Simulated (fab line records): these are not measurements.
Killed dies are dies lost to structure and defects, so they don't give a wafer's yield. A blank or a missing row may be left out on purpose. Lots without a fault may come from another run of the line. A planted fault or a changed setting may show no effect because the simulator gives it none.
Matching of chambers ; flow n5 finfet ; cmp-04 running N5_BEOL_M3_CMP_52: 4 sister chambers
The step polishes, stops on SiOC, t overpolish 6.8 s, target thk 40 nm. 4 wafers are shown with their chamber, then 9 later ones without.

== WAFERS, EACH WITH ITS CHAMBER ==
wafer;chamber;motor current A (A)
L082.2;3;6.7
L089.3;2;5.9
L089.4;0;5.9
L089.6;1;5.9

== WAFERS WITH NO CHAMBER GIVEN ==
wafer;motor current A (A)
L093.1;5.7
L093.4;5.8
L093.5;5.7
L094.2;5.7
L094.5;6.5
L094.6;5.7
L095.1;6.4
L095.3;5.7
L095.4;6.3

== WHICH CHAMBER EACH WENT THROUGH ==
wafer;from the rows above;in truth
L093.1;can't be placed: 0 or 1 or 2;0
L093.4;can't be placed: 0 or 1 or 2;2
L093.5;can't be placed: 0 or 1 or 2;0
L094.2;can't be placed: 0 or 1 or 2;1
L094.5;can't be placed: 3 or 0 or 1 or 2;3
L094.6;can't be placed: 0 or 1 or 2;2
L095.1;can't be placed: 3 or 0 or 1 or 2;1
L095.3;can't be placed: 0 or 1 or 2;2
L095.4;can't be placed: 0 or 1 or 2 or 3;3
Correct placement for 0 of the 9. Can't be placed from these rows: 9 (the true chamber is among the candidates in 9). Number placed wrongly: 0.
How it was worked out, from the rows above alone: a wafer's distance from a chamber is the root of the sum, over the readings, of the square of ((its reading less the chamber's mean) divided by the reading's scatter). The wafer belongs to the nearest chamber; if the next one is less than 2 further off, it can't be placed. The mean given for a chamber averages the wafers shown for that chamber. The scatter: root of mean squared gap, hidden wafer to nearest shown wafer, with one shown wafer a chamber.
